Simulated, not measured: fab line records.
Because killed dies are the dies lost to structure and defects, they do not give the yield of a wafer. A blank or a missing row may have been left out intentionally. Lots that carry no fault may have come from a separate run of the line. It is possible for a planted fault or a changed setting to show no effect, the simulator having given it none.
Split-lot study || flow n5-finfet || 21 wafers read across 7 lots, on a route 1938 steps long

== SPLIT DETAILS ==
At N5_BEOL_M3_ETCH_41 (etches SiCN in CH3F/O2, target depth 29.9 nm, time 52.5 s), the setting target-depth-a was moved away from the recipe's 299 angstrom on 4 of the 21 wafers read, by -5.6% to +10.4%. For the rest of the wafers, this setting stayed at what the recipe calls for.

The reading comes from the split's own step.

== THE READING ==
etch.depth-nm (the simulator's own value, which no gauge read), in nm, at N5_BEOL_M3_ETCH_41 (etches SiCN in CH3F/O2, target depth 29.9 nm, time 52.5 s). There is no usual value for it anywhere in the file. Here, 17 wafers ran the recipe; their average is 19.95 nm with a standard deviation of 0.28 nm.

{"wafer": "L076.1", "tool, chamber at the split": "rie-diel-05, 2", "target-depth-a as run, angstrom": 299, "against the recipe": "recipe", "etch.depth-nm, nm": 19.88, "against lot-mates on the recipe": "-"}
{"wafer": "L076.3", "tool, chamber at the split": "rie-diel-05, 1", "target-depth-a as run, angstrom": 282.2, "against the recipe": "-5.6%", "etch.depth-nm, nm": 19.2, "against lot-mates on the recipe": -0.72}
{"wafer": "L076.5", "tool, chamber at the split": "rie-diel-05, 2", "target-depth-a as run, angstrom": 299, "against the recipe": "recipe", "etch.depth-nm, nm": 19.96, "against lot-mates on the recipe": "-"}
{"wafer": "L077.1", "tool, chamber at the split": "rie-diel-04, 0", "target-depth-a as run, angstrom": 299, "against the recipe": "recipe", "etch.depth-nm, nm": 19.4, "against lot-mates on the recipe": "-"}
{"wafer": "L077.2", "tool, chamber at the split": "rie-diel-04, 3", "target-depth-a as run, angstrom": 310.4, "against the recipe": "+3.8%", "etch.depth-nm, nm": 20.79, "against lot-mates on the recipe": "+1.39"}
{"wafer": "L077.4", "tool, chamber at the split": "rie-diel-04, 2", "target-depth-a as run, angstrom": 310.4, "against the recipe": "+3.8%", "etch.depth-nm, nm": 20.51, "against lot-mates on the recipe": "+1.11"}
{"wafer": "L081.2", "tool, chamber at the split": "rie-diel-05, 1", "target-depth-a as run, angstrom": 299, "against the recipe": "recipe", "etch.depth-nm, nm": 20.24, "against lot-mates on the recipe": "-"}
{"wafer": "L081.3", "tool, chamber at the split": "rie-diel-05, 0", "target-depth-a as run, angstrom": 299, "against the recipe": "recipe", "etch.depth-nm, nm": 20.25, "against lot-mates on the recipe": "-"}
{"wafer": "L081.5", "tool, chamber at the split": "rie-diel-05, 0", "target-depth-a as run, angstrom": 299, "against the recipe": "recipe", "etch.depth-nm, nm": 20.22, "against lot-mates on the recipe": "-"}
{"wafer": "L086.4", "tool, chamber at the split": "rie-diel-03, 1", "target-depth-a as run, angstrom": 299, "against the recipe": "recipe", "etch.depth-nm, nm": 19.76, "against lot-mates on the recipe": "-"}
{"wafer": "L086.5", "tool, chamber at the split": "rie-diel-03, 1", "target-depth-a as run, angstrom": 299, "against the recipe": "recipe", "etch.depth-nm, nm": 19.71, "against lot-mates on the recipe": "-"}
{"wafer": "L086.6", "tool, chamber at the split": "rie-diel-03, 2", "target-depth-a as run, angstrom": 299, "against the recipe": "recipe", "etch.depth-nm, nm": 19.78, "against lot-mates on the recipe": "-"}
{"wafer": "L092.1", "tool, chamber at the split": "rie-diel-05, 0", "target-depth-a as run, angstrom": 299, "against the recipe": "recipe", "etch.depth-nm, nm": 20.35, "against lot-mates on the recipe": "-"}
{"wafer": "L092.3", "tool, chamber at the split": "rie-diel-05, 1", "target-depth-a as run, angstrom": 299, "against the recipe": "recipe", "etch.depth-nm, nm": 20.29, "against lot-mates on the recipe": "-"}
{"wafer": "L092.6", "tool, chamber at the split": "rie-diel-05, 0", "target-depth-a as run, angstrom": 299, "against the recipe": "recipe", "etch.depth-nm, nm": 20.13, "against lot-mates on the recipe": "-"}
{"wafer": "L094.1", "tool, chamber at the split": "rie-diel-03, 2", "target-depth-a as run, angstrom": 299, "against the recipe": "recipe", "etch.depth-nm, nm": 19.56, "against lot-mates on the recipe": "-"}
{"wafer": "L094.5", "tool, chamber at the split": "rie-diel-03, 3", "target-depth-a as run, angstrom": 299, "against the recipe": "recipe", "etch.depth-nm, nm": 20.21, "against lot-mates on the recipe": "-"}
{"wafer": "L094.6", "tool, chamber at the split": "rie-diel-03, 2", "target-depth-a as run, angstrom": 299, "against the recipe": "recipe", "etch.depth-nm, nm": 19.79, "against lot-mates on the recipe": "-"}
{"wafer": "L096.1", "tool, chamber at the split": "rie-diel-03, 0", "target-depth-a as run, angstrom": 299, "against the recipe": "recipe", "etch.depth-nm, nm": 19.7, "against lot-mates on the recipe": "-"}
{"wafer": "L096.5", "tool, chamber at the split": "rie-diel-03, 2", "target-depth-a as run, angstrom": 299, "against the recipe": "recipe", "etch.depth-nm, nm": 19.96, "against lot-mates on the recipe": "-"}
{"wafer": "L096.6", "tool, chamber at the split": "rie-diel-03, 1", "target-depth-a as run, angstrom": 330.1, "against the recipe": "+10.4%", "etch.depth-nm, nm": 22.1, "against lot-mates on the recipe": "+2.27"}

FIT RESULTS
A straight line over all 21 wafers: etch.depth-nm changes by +0.187 nm for each +1% of target-depth-a; r = +0.89; the points scatter about the line by 0.28 nm.
The same after taking each lot's own level away (the mean of its wafers on the recipe; 21 wafers): +0.215 nm for each +1%; r = +0.95; scatter 0.21 nm.
On that fit, the largest move of target-depth-a shifts the reading by 2.2 nm.
From 19.400 to 20.257 nm: that is the span of the lots' own levels, equal to 3.1 times the standard deviation above.
In other words, the slope is changed by the lot-to-lot level; the two fits disagree.
Check: +2.37 nm against its lot-mates is what the line predicts for one of the wafers moved furthest among these (+10.4%) when that wafer is left out of the fit. Against them it came out at +2.27 nm.

== FURTHER SPLITS ON THESE WAFERS ==
These wafers also went through other splits before the reading. Each is held against what the fit with the lots' levels taken away leaves over:
{"other split on the same wafers": "N5_BEOL_M0_SAQP_COAT_34 spin-rpm", "wafers away from the commonest value": 3, "r with etch.depth-nm (lot level and that fit taken away)": "+0.31"}
{"other split on the same wafers": "N5_BEOL_M1_EXPOSE_25 dose-mj", "wafers away from the commonest value": 7, "r with etch.depth-nm (lot level and that fit taken away)": "+0.27"}
{"other split on the same wafers": "N5_BEOL_M2_ILD_DEP_00 time-s", "wafers away from the commonest value": 8, "r with etch.depth-nm (lot level and that fit taken away)": -0.44}

== THE FILE'S OWN FIT ==
etch.depth-nm changes by +0.21 nm for each +1% of target-depth-a, r = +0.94.
